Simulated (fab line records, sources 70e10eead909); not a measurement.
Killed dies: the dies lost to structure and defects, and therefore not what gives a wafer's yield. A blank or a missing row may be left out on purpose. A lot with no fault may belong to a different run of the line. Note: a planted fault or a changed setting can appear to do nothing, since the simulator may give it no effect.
Problem report, 8D (eight disciplines) form, completed by code / flow nand harc / the parts of the form that need people (team, actions taken, sign-off) are left out

1. THE PROBLEM
run length s at NHARC_A_SGD_CUT_ETCH_58 reads a mean of 67.3 s on 2 wafers of 2 lots; wafers without a fault read 86.4 s with a standard deviation of 0.44. Measured from the usual mean, that is -43 standard deviations.
The step: etches the open film in CF4, target depth 39 nm, time 65 s.
First seen on wafer L760.5, day 24 00:53, on rie diel-05. At this step, 38 wafers from 14 lots have a number in the record. Rule for "out", or "out of limits": more than 4 standard deviations from the usual mean. Any other wafer with a number is counted as sound.

2. WHAT IT IS, WHAT IT ISN'T
question=which readings at this step | is=run length s | is not=drypump motor current A, oes product au, rf vpp V, showerhead plenum p Torr
question=which lots | is=L759, L760 | is not=L749, L751, L752, L753, L754, L757, L761, L763, L764, L765, L766, L772
question=which wafers of those lots | is=L759.6, L760.5 | is not=L759.5
question=read on which tools | is=rie diel-05 | is not=rie diel-03, rie diel-10
question=when | is=from day 24 00:53 | is not=up to then (17 sound wafers); but 19 sound wafers of L759, L761, L763, L764, L765, L766, L772 came after

3. SUSPECTS, AND WHAT RULES EACH OUT
Counting: a tool at a process step up to the reading stays a suspect if it ran every lot that is out. Sound lots after the first of them don't rule it out here, since some wafers of a struck lot are sound.
- rie diel-09 at NHARC_A_STAIRCASE_DESCUM_443 (chemistry O2, time 3 s): kept. It ran every lot that is out, first L760 (day 23 16:14); its last sound lot up to then is L757 (day 22 19:25).
- rie diel-05 at NHARC_A_SGD_CUT_ETCH_58 (etches the open film in CF4, target depth 39 nm, time 65 s): kept. It ran every lot that is out, first L760 (day 24 00:53); its last sound lot up to then is L757 (day 23 03:49). Out on those wafers are its own readings of run length s.
- Within rie diel-09 at NHARC_A_STAIRCASE_DESCUM_443, the wafers that are out were processed in chamber 2 and their sound lot-mates in chamber 1.
- Within rie diel-05 at NHARC_A_SGD_CUT_ETCH_58, the wafers that are out were processed in chamber 0 and their sound lot-mates in chamber 3.
The count leaves rie diel-05 at NHARC_A_SGD_CUT_ETCH_58 and rie diel-09 at NHARC_A_STAIRCASE_DESCUM_443.

4. THE CAUSE (what the simulator had put in)
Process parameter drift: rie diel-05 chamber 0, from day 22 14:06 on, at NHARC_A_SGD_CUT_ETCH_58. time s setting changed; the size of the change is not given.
Of the 2 suspects that counting leaves, this tool is one.

5. THE CHAIN OF EFFECTS, in route order
Each row: a reading whose mean over the struck wafers that have a number lies more than 3 standard deviations from the usual. Only readings for which the record gives a usual standard deviation are gone through. hours: the time from each lot's start at the first step in this table that gives one to its start at this step, as a median over the lots. sigmas: the change in usual standard deviations.
hours=0; step=NHARC_A_SGD_CUT_ETCH_58; reading=run length s; usual=86.4 s; on struck wafers=67.3; change=-19.1; sigmas=-43
It contains these process steps:
- NHARC_A_SGD_CUT_ETCH_58: etches the open film in CF4, target depth 39 nm, time 65 s.

6. WHAT WOULD HAVE CAUGHT IT SOONER
In this record no reading fell out of limits until day 24 00:53, 35 hours after the fault had begun at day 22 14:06.
